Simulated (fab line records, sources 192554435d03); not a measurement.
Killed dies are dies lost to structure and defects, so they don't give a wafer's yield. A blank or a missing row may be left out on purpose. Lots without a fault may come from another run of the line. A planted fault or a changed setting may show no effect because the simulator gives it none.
Split-lot experiment | flow n5_finfet | 7 lots, 21 wafers read, on a route of 1938 steps

THE SPLIT
At N5_GATE_CUT_ETCH_58 (etches SiNx in CH3F/O2, target depth 17 nm, time 128.6 s), the setting bias_w was moved away from the recipe's 21 W on 9 of the 21 wafers read, by -17.6% to +15.3%. The other wafers ran this setting at the recipe's value.

The reading is taken at the split's own step.

THE READING
rf_vpp_V, in V, at N5_GATE_CUT_ETCH_58 (etches SiNx in CH3F/O2, target depth 17 nm, time 128.6 s). Fault-free wafers of this fab line usually give 99.3 V, standard deviation 0.97 V.

wafer  | tool, chamber at the split | bias_w as run, W | against the recipe | rf_vpp_V, V | against lot-mates on the recipe
L075.1 | rie_diel-02, 3             | 21               | recipe             | 98.2        | -
L075.3 | rie_diel-02, 2             | 19.44            | -7.4%              | 96.7        | -1.5
L075.4 | rie_diel-02, 1             | 19.44            | -7.4%              | 94.4        | -3.8
L083.1 | rie_diel-02, 0             | 22.33            | +6.3%              | 104.0       | +2.4
L083.2 | rie_diel-02, 1             | 21               | recipe             | 101.6       | -
L083.6 | rie_diel-02, 1             | 22.33            | +6.3%              | 104.7       | +3.1
L084.3 | rie_diel-03, 0             | 21               | recipe             | 98.9        | -
L084.4 | rie_diel-03, 2             | 21               | recipe             | 99.9        | -
L084.6 | rie_diel-03, 1             | 21               | recipe             | 100.2       | -
L089.1 | rie_diel-03, 0             | 21               | recipe             | 98.7        | -
L089.2 | rie_diel-03, 3             | 18.14            | -13.6%             | 91.2        | -7.5
L089.4 | rie_diel-03, 1             | 18.14            | -13.6%             | 89.2        | -9.5
L091.4 | rie_diel-04, 3             | 24.22            | +15.3%             | 110.7       | +12.4
L091.5 | rie_diel-04, 1             | 21               | recipe             | 97.7        | -
L091.6 | rie_diel-04, 0             | 21               | recipe             | 99.0        | -
L095.3 | rie_diel-04, 1             | 21               | recipe             | 98.4        | -
L095.4 | rie_diel-04, 2             | 21               | recipe             | 99.7        | -
L095.5 | rie_diel-04, 2             | 21               | recipe             | 98.5        | -
L097.2 | rie_diel-03, 0             | 21               | recipe             | 98.6        | -
L097.4 | rie_diel-03, 2             | 17.31            | -17.6%             | 87.1        | -11.5
L097.5 | rie_diel-03, 3             | 17.31            | -17.6%             | 88.6        | -10.0

THE FIT
A straight line over all 21 wafers: rf_vpp_V changes by +0.675 V for each +1% of bias_w; r = +0.98; the points scatter about the line by 1.1 V.
The same after taking each lot's own level away (the mean of its wafers on the recipe; 21 wafers): +0.625 V for each +1%; r = +0.98; scatter 1.2 V.
On that fit, the largest move of bias_w shifts the reading by 11 V.
The lots' own levels span 98.20 to 101.60 V, that is 3.5 times the standard deviation above.
So the lot-to-lot level changes the slope little: the two slopes agree.
Check: with one of the wafers moved furthest among these (-17.6%) left out of the fit, the line predicts -10.5 V for it against its lot-mates. It came out at -11.5 V against them.
Tool readings at the split's step, against how far the setting was moved: rf_vpp_V r = +0.98.

OTHER SPLITS ON THESE WAFERS
These wafers also went through other splits before the reading. Each is held against what the fit with the lots' levels taken away leaves over:
other split on the same wafers | wafers away from the commonest value | r with rf_vpp_V (lot level and that fit taken away)
N5_SD_EPI_N_PEB_07 peb_time_s  | 7                                    | -0.34
N5_SDB_COAT_04 spin_rpm        | 7                                    | -0.27
N5_HKMG_FIN_ETCH_54 source_w   | 7                                    | -0.49
N5_HKMG_FIN_ETCH_55 time_s     | 9                                    | +0.04

THE FILE'S OWN FIT
rf_vpp_V changes by +0.643 V for each +1% of bias_w, r = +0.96.
